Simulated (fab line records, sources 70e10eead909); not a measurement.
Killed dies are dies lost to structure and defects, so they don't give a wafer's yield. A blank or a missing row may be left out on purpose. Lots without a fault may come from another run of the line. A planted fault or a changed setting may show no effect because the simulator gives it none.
fab line records | flow nand_harc
record lots=6 wafers=18 last_day=33
route steps=1302 shown A_ONON_D1@432 END@1302
lots that met no fault: from a run of the same line without faults
start_h: hours from the record's first day to the start of the lot's first wafer shown | wait_h: hours since the lot's step before | " the same as in the row above | L1.1+2: a row that stands for several wafers | - no value, or no start given | * or withheld: withheld | < > ~ a bound
route shown NAME@n: a module of which the file shows steps, and the number in the route of the first | usual: mean/standard deviation of fault-free wafers | same: alike in all rows | chamber/n: place in a boat | sites: the reading at each site | _std_site: their standard deviation | _edge_site: outer sites' mean less inner sites' | radius_mm: how far each site lies from the wafer's centre | mask NAME#n: copy n | behind: the tool/chamber that last shaped the wafer | hold: why the lot was held/for how many hours/how that ended | device: the transistor (n, p or np) that didn't switch | end of line: the same wafers' tests at the end of the route | a step without rows: its recipe alone | killed: dies lost to structure and defects at the first sort, not the wafer's yield | map: a wafer's dies, x killed, . not, _ none there
set.NAME: the setting as run; set.NAME@STEP: as run at that earlier step | model.NAME: the simulator's own value behind a step, which no gauge read
lots at some steps of the route; a table a step, a row a wafer
services: from which hour (start_h, from the record's first day; less than 0 if before it) a tool's chamber was out of use, for how many hours, and why
## steps
# step NHARC_A_ONON_D1_DEP_12
# recipe target_thk_a=10000 n2_flow_sccm=2750 n2o_flow_sccm=2000 nh3_flow_sccm=500 sih4_flow_sccm=210 temp_c=400
# step NHARC_A_ONON_D1_THK_MEAS_14
# recipe thk_meas_gauge=ellipsometry
# usual thk_nm=997/11
# columns lot.wafer tool chamber start_h wait_h thk_nm
L468.3 film_metro-01 - 201.40 - 1019
L468.4 " - " " 1020
L468.6 " - " " 1019
L472.1 film_metro-02 - 246.28 - 990
L472.2 " - " " 989
L472.6 " - " " 988
L475.1 film_metro-01 - 267.69 - 983
L475.2 " - " " 983
L475.3 " - " " 983
L481.1 film_metro-02 - 338.69 - 1006
L481.4 " - " " 1004
L481.5 " - " " 1006
L484.3 film_metro-01 - 365.66 - 989
L484.4 " - " " 988
L484.6 " - " " 990
L486.1 film_metro-02 - 400.22 - 984
L486.2 " - " " 984
L486.4 " - " " 984
# step NHARC_A_ONON_D1_ANNEAL_15
# recipe temp_c=750 time_s=3600
# step NHARC_A_ONON_D1_DEP_16
# recipe target_thk_a=10000 n2_flow_sccm=2750 n2o_flow_sccm=2000 nh3_flow_sccm=500 sih4_flow_sccm=210 temp_c=400
# step NHARC_A_ONON_D1_THK_MEAS_18
# recipe thk_meas_gauge=ellipsometry
# usual thk_nm=1004/10
# columns lot.wafer tool chamber start_h wait_h thk_nm
L468.3 film_metro-02 - 211.74 - 1009
L468.4 " - " " 1009
L468.6 " - " " 1009
L472.1 film_metro-02 - 254.32 - 1026
L472.2 " - " " 1025
L472.6 " - " " 1027
L475.1 film_metro-02 - 275.40 - 993
L475.2 " - " " 994
L475.3 " - " " 993
L481.1 film_metro-01 - 346.46 - 990
L481.4 " - " " 991
L481.5 " - " " 992
L484.3 film_metro-01 - 373.48 - 1009
L484.4 " - " " 1008
L484.6 " - " " 1010
L486.1 film_metro-01 - 407.90 - 994
L486.2 " - " " 996
L486.4 " - " " 996
# step NHARC_A_ONON_D1_DEP_19
# recipe target_thk_a=10000 n2_flow_sccm=2750 n2o_flow_sccm=2000 nh3_flow_sccm=500 sih4_flow_sccm=210 temp_c=400
# step NHARC_A_ONON_D1_THK_MEAS_21
# recipe thk_meas_gauge=ellipsometry
# usual thk_nm=997/10
# columns lot.wafer tool chamber start_h wait_h thk_nm
L468.3 film_metro-01 - 212.31 - 1001
L468.4 " - " " 1002
L468.6 " - " " 1001
L472.1 film_metro-01 - 254.89 - 1003
L472.2 " - " " 1004
L472.6 " - " " 1001
L475.1 film_metro-02 - 275.97 - 985
L475.2 " - " " 983
L475.3 " - " " 983
L481.1 film_metro-02 - 347.03 - 994
L481.4 " - " " 995
L481.5 " - " " 995
L484.3 film_metro-01 - 374.05 - 985
L484.4 " - " " 983
L484.6 " - " " 982
L486.1 film_metro-01 - 408.46 - 998
L486.2 " - " " 1000
L486.4 " - " " 997
# step NHARC_A_ONON_D1_DEP_22
# recipe target_thk_a=10000 n2_flow_sccm=2750 n2o_flow_sccm=2000 nh3_flow_sccm=500 sih4_flow_sccm=210 temp_c=400
# step NHARC_A_ONON_D1_THK_MEAS_24
# recipe thk_meas_gauge=ellipsometry
# usual thk_nm=1003/9.1
# columns lot.wafer tool chamber start_h wait_h thk_nm
L468.3 film_metro-02 - 212.88 - 1009
L468.4 " - " " 1009
L468.6 " - " " 1010
L472.1 film_metro-01 - 255.45 - 1014
L472.2 " - " " 1013
L472.6 " - " " 1015
L475.1 film_metro-01 - 276.54 - 1019
L475.2 " - " " 1021
L475.3 " - " " 1021
L481.1 film_metro-01 - 347.60 - 1015
L481.4 " - " " 1015
L481.5 " - " " 1015
L484.3 film_metro-01 - 374.62 - 1005
L484.4 " - " " 1004
L484.6 " - " " 1004
L486.1 film_metro-02 - 409.03 - 1002
L486.2 " - " " 1002
L486.4 " - " " 1002
# step NHARC_A_ONON_D1_DEP_25
# recipe target_thk_a=10000 n2_flow_sccm=2750 n2o_flow_sccm=2000 nh3_flow_sccm=500 sih4_flow_sccm=210 temp_c=400
# step NHARC_A_ONON_D1_THK_MEAS_27
# recipe thk_meas_gauge=ellipsometry
# usual thk_nm=998/11
# columns lot.wafer tool chamber start_h wait_h thk_nm
L468.3 film_metro-02 - 213.44 - 989
L468.4 " - " " 990
L468.6 " - " " 990
L472.1 film_metro-02 - 256.02 - 1003
L472.2 " - " " 1002
L472.6 " - " " 1003
L475.1 film_metro-02 - 277.13 - 987
L475.2 " - " " 989
L475.3 " - " " 986
L481.1 film_metro-02 - 348.16 - 980
L481.4 " - " " 980
L481.5 " - " " 980
L484.3 film_metro-01 - 375.19 - 1010
L484.4 " - " " 1009
L484.6 " - " " 1008
L486.1 film_metro-01 - 409.60 - 1020
L486.2 " - " " 1017
L486.4 " - " " 1017
# step NHARC_A_ONON_D1_DEP_28
# recipe target_thk_a=10000 n2_flow_sccm=2750 n2o_flow_sccm=2000 nh3_flow_sccm=500 sih4_flow_sccm=210 temp_c=400
# columns lot.wafer tool chamber start_h wait_h
L468.3+4+6 pecvd_onon-01 0 213.62 0.2
L472.1+2+6 pecvd_onon-04 0 256.07 0.1
L475.1+2+3 pecvd_onon-04 0 277.19 0.1
L481.1+4+5 pecvd_onon-01 0 348.22 0.1
L484.3+4+6 pecvd_onon-01 0 375.36 0.2
L486.1+2+4 pecvd_onon-04 0 409.65 0.1
# step NHARC_A_ONON_D1_THK_MEAS_30
# recipe thk_meas_gauge=ellipsometry
# usual thk_nm=1000/8.2
# columns lot.wafer tool chamber start_h wait_h thk_nm
L468.3 film_metro-02 - 214.02 - 999
L468.4 " - " " 997
L468.6 " - " " 997
L472.1 film_metro-02 - 256.59 - 1690
L472.2 " - " " 1693
L472.6 " - " " 1692
L475.1 film_metro-01 - 277.70 - 1690
L475.2 " - " " 1687
L475.3 " - " " 1687
L481.1 film_metro-02 - 348.73 - 1001
L481.4 " - " " 1002
L481.5 " - " " 1003
L484.3 film_metro-01 - 375.76 - 993
L484.4 " - " " 993
L484.6 " - " " 994
L486.1 film_metro-02 - 410.17 - 1003
L486.2 " - " " 1004
L486.4 " - " " 1003
# step NHARC_A_ONON_D1_DEP_33
# recipe target_thk_a=2000 temp_c=400 pressure_torr=6.5 rf_w=900 teos_flow_sccm=161.4 flow_sccm=2650 target_thk_nm=200 gas=O2 material=SiO2
# usual flow_sccm=2650/7.8 heater_power_w=526/95 throttle_valve_pct=16.0/0.56
# columns lot.wafer tool chamber start_h wait_h flow_sccm heater_power_w since_wet_clean_h throttle_valve_pct
L468.3 pecvd-03 1 214.16 0.1 2646 734 16 15.4
L468.6 " 2 " " 2651 432 - 15.2
L468.4 " 0 " " 2642 623 - 15.9
L472.1 pecvd-02 0 256.65 0.1 2637 525 16 16.8
L472.2 " 1 " " 2653 554 16 16.2
L472.6 " 1 " " 2663 544 - 16.4
L475.1 pecvd-01 1 277.97 0.3 2649 573 135 16.4
L475.3 " 2 " " 2653 463 135 16.5
L475.2 " 0 " " 2664 478 135 16.5
L481.1 pecvd-02 1 348.87 0.1 2641 507 108 16.4
L481.4 " 2 " " 2644 529 - 15.6
L481.5 " 0 " " 2650 486 - 16.8
L484.3 pecvd-01 1 375.86 0.1 2648 542 52 16.2
L484.4 " 0 " " 2638 567 - 16.7
L484.6 " 1 " " 2650 538 - 16.3
L486.2 pecvd-03 1 410.27 0.1 2654 741 31 15.5
L486.1 " 2 " " 2657 402 31 15.0
L486.4 " 2 " " 2662 415 - 15.1
# step NHARC_END_SORT_01
# recipe temp_c=25
# usual killed_at_array=57/19 killed_at_other=0.9/1.1 killed_at_periphery=4.0/2.6 killed_dies=62/19 killed_open=3.3/1.8 killed_short=2.4/1.7
# same gross_dies=677
# columns lot.wafer tool chamber start_h wait_h killed_at_array killed_at_other killed_at_periphery killed_dies killed_open killed_short
L472.1 prober-01 0 635.19 2.5 675 0 2 677 4 3
L472.2 prober-01 0 635.99 2.8 675 0 2 677 4 1
L472.6 prober-01 0 639.19 4.0 674 0 3 677 2 1
L475.1 prober-01 0 658.82 2.5 673 0 4 677 2 1
L475.2 prober-01 0 659.63 2.8 671 1 5 677 1 3
L475.3 prober-01 0 660.43 3.1 675 1 1 677 6 1
# killed by level:class
L472.1 A_ONON_D1:area_dep=616 A_CHANNEL_HOLE_D2:chamber_film_flake=31 A_CHANNEL_HOLE_D1:chamber_film_flake=12 A_BLC:chamber_film_flake=3 P_M1:geometric_particle:short=2 A_CHANNEL_FILL_D1:chamber_film_flake=2 A_CONTACT:chamber_film_flake=2 A_CHANNEL_HOLE_D1:geometric_particle:open=1
L472.2 A_ONON_D1:area_dep=629 A_CHANNEL_HOLE_D2:chamber_film_flake=22 A_BLC:chamber_film_flake=8 A_CHANNEL_HOLE_D1:chamber_film_flake=5 A_STAIRCASE:chamber_film_flake=2 A_CONTACT:chamber_film_flake=2 P_GATE:geometric_particle:open=1 A_CHANNEL_HOLE_D1:geometric_particle:short=1
L472.6 A_ONON_D1:area_dep=628 A_CHANNEL_HOLE_D2:chamber_film_flake=28 A_CHANNEL_HOLE_D1:chamber_film_flake=5 A_BLC:chamber_film_flake=3 A_DECK1_JOINT:chamber_film_flake=2 P_GATE:chamber_film_flake=2 A_CONTACT:chamber_film_flake=2 A_DECK1_JOINT:geometric_particle:open=1
L475.1 A_ONON_D1:area_dep=646 A_STAIRCASE:chamber_film_flake=11 A_CHANNEL_HOLE_D2:chamber_film_flake=5 A_CHANNEL_HOLE_D1:chamber_film_flake=3 A_SLIT:chamber_film_flake=3 P_GATE:chamber_film_flake=2 A_CHANNEL_FILL_D1:chamber_film_flake=2 P_M0:geometric_particle:open=1
L475.2 A_ONON_D1:area_dep=633 A_CHANNEL_HOLE_D2:chamber_film_flake=22 A_CHANNEL_HOLE_D1:chamber_film_flake=4 A_CONTACT:chamber_film_flake=4 P_GATE:chamber_film_flake=3 A_STAIRCASE:chamber_film_flake=3 P_M0:geometric_particle:short=1 A_CHANNEL_FILL_D1:geometric_particle:short=1
L475.3 A_ONON_D1:area_dep=634 A_CHANNEL_HOLE_D2:chamber_film_flake=12 A_STAIRCASE:chamber_film_flake=9 A_CHANNEL_HOLE_D1:chamber_film_flake=5 A_CHANNEL_FILL_D1:geometric_particle:open=3 A_SLIT:chamber_film_flake=3 A_WL_FILL:geometric_particle:open=2 A_ZERO_WELL:chamber_film_flake=2
# map L472.1 (x killed, . not)
____________x____________
_________xxxxxxx_________
_______xxxxxxxxxxx_______
______xxxxxxxxxxxxx______
_____xxxxxxxxxxxxxxx_____
____xxxxxxxxxxxxxxxxx____
____xxxxxxxxxxxxxxxxx____
___xxxxxxxxxxxxxxxxxxx___
___xxxxxxxxxxxxxxxxxxx___
__xxxxxxxxxxxxxxxxxxxxx__
__xxxxxxxxxxxxxxxxxxxxx__
_xxxxxxxxxxxxxxxxxxxxxxx_
_xxxxxxxxxxxxxxxxxxxxxxx_
_xxxxxxxxxxxxxxxxxxxxxxx_
_xxxxxxxxxxxxxxxxxxxxxxx_
_xxxxxxxxxxxxxxxxxxxxxxx_
xxxxxxxxxxxxxxxxxxxxxxxxx
xxxxxxxxxxxxxxxxxxxxxxxxx
xxxxxxxxxxxxxxxxxxxxxxxxx
xxxxxxxxxxxxxxxxxxxxxxxxx
xxxxxxxxxxxxxxxxxxxxxxxxx
_xxxxxxxxxxxxxxxxxxxxxxx_
_xxxxxxxxxxxxxxxxxxxxxxx_
_xxxxxxxxxxxxxxxxxxxxxxx_
_xxxxxxxxxxxxxxxxxxxxxxx_
_xxxxxxxxxxxxxxxxxxxxxxx_
__xxxxxxxxxxxxxxxxxxxxx__
__xxxxxxxxxxxxxxxxxxxxx__
___xxxxxxxxxxxxxxxxxxx___
___xxxxxxxxxxxxxxxxxxx___
____xxxxxxxxxxxxxxxxx____
____xxxxxxxxxxxxxxxxx____
_____xxxxxxxxxxxxxxx_____
______xxxxxxxxxxxxx______
_______xxxxxxxxxxx_______
_________xxxxxxx_________
____________x____________
# map L475.1 (x killed, . not)
____________x____________
_________xxxxxxx_________
_______xxxxxxxxxxx_______
______xxxxxxxxxxxxx______
_____xxxxxxxxxxxxxxx_____
____xxxxxxxxxxxxxxxxx____
____xxxxxxxxxxxxxxxxx____
___xxxxxxxxxxxxxxxxxxx___
___xxxxxxxxxxxxxxxxxxx___
__xxxxxxxxxxxxxxxxxxxxx__
__xxxxxxxxxxxxxxxxxxxxx__
_xxxxxxxxxxxxxxxxxxxxxxx_
_xxxxxxxxxxxxxxxxxxxxxxx_
_xxxxxxxxxxxxxxxxxxxxxxx_
_xxxxxxxxxxxxxxxxxxxxxxx_
_xxxxxxxxxxxxxxxxxxxxxxx_
xxxxxxxxxxxxxxxxxxxxxxxxx
xxxxxxxxxxxxxxxxxxxxxxxxx
xxxxxxxxxxxxxxxxxxxxxxxxx
xxxxxxxxxxxxxxxxxxxxxxxxx
xxxxxxxxxxxxxxxxxxxxxxxxx
_xxxxxxxxxxxxxxxxxxxxxxx_
_xxxxxxxxxxxxxxxxxxxxxxx_
_xxxxxxxxxxxxxxxxxxxxxxx_
_xxxxxxxxxxxxxxxxxxxxxxx_
_xxxxxxxxxxxxxxxxxxxxxxx_
__xxxxxxxxxxxxxxxxxxxxx__
__xxxxxxxxxxxxxxxxxxxxx__
___xxxxxxxxxxxxxxxxxxx___
___xxxxxxxxxxxxxxxxxxx___
____xxxxxxxxxxxxxxxxx____
____xxxxxxxxxxxxxxxxx____
_____xxxxxxxxxxxxxxx_____
______xxxxxxxxxxxxx______
_______xxxxxxxxxxx_______
_________xxxxxxx_________
____________x____________
## services
# columns tool chamber start_h hours kind
pecvd-03 0 198.18 - clean
pecvd-03 1 198.18 - clean
pecvd-03 2 198.18 - clean
pecvd-01 - 216.90 0.4 repair
pecvd-02 - 227.47 13.0 pm
pecvd-02 0 227.47 13.0 vent_cycle
pecvd-02 1 227.47 13.0 vent_cycle
pecvd-02 2 227.47 13.0 vent_cycle
pecvd-02 0 240.47 - clean
pecvd-02 1 240.47 - clean
pecvd-02 2 240.47 - clean
pecvd_onon-01 - 269.00 13.0 pm
pecvd-02 1 288.40 9.3 repair
pecvd-01 - 311.00 13.0 pm
pecvd-01 0 311.00 13.0 vent_cycle
pecvd-01 1 311.00 13.0 vent_cycle
pecvd_onon-04 - 311.62 13.0 pm
pecvd-03 2 327.96 6.3 repair
pecvd-03 1 339.70 24.6 repair
pecvd-02 - 344.90 0.6 repair
pecvd-01 0 354.38 8.9 repair
pecvd-03 0 355.18 8.6 repair
pecvd-03 - 366.40 13.0 pm
pecvd-02 - 408.47 13.0 pm
## key
first_sign step=NHARC_A_ONON_D1_THK_MEAS_30 reading=thk_nm direction=up sigmas=84 usual=1000 struck=1690
effect step=NHARC_END_SORT_01 reading=killed_dies direction=up sigmas=33 usual=62 struck=677
more_kills_born_at NHARC_A_ONON_D1_DEP_28@pecvd_onon-04=3786
met_at NHARC_A_ONON_D1_DEP_28
struck_wafers L472.1,L472.2,L472.6,L475.1,L475.2,L475.3
later_rows_left_out L472.1,L472.2,L472.6,L475.1,L475.2,L475.3
tester_left_out L472,L475
fault kind=process_parameter_drift tool=pecvd_onon-04 chamber=- onset_h=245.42 steps=NHARC_A_ONON_D1_DEP_28 channel=target_thk_a offset=* shape=step end_h=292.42 acts_in=* stated=*
# tester_left_out: of these lots the tester's yield and bins aren't shown, on N5 and GAA mostly nor the transistor test; their killed dies are dies lost to structure and defects alone, not to doping, threshold or leakage, so they don't give the yield
# later_rows_left_out: the simulator's readings of these wafers behind a module that went badly wrong aren't trusted and aren't shown, but for the sort
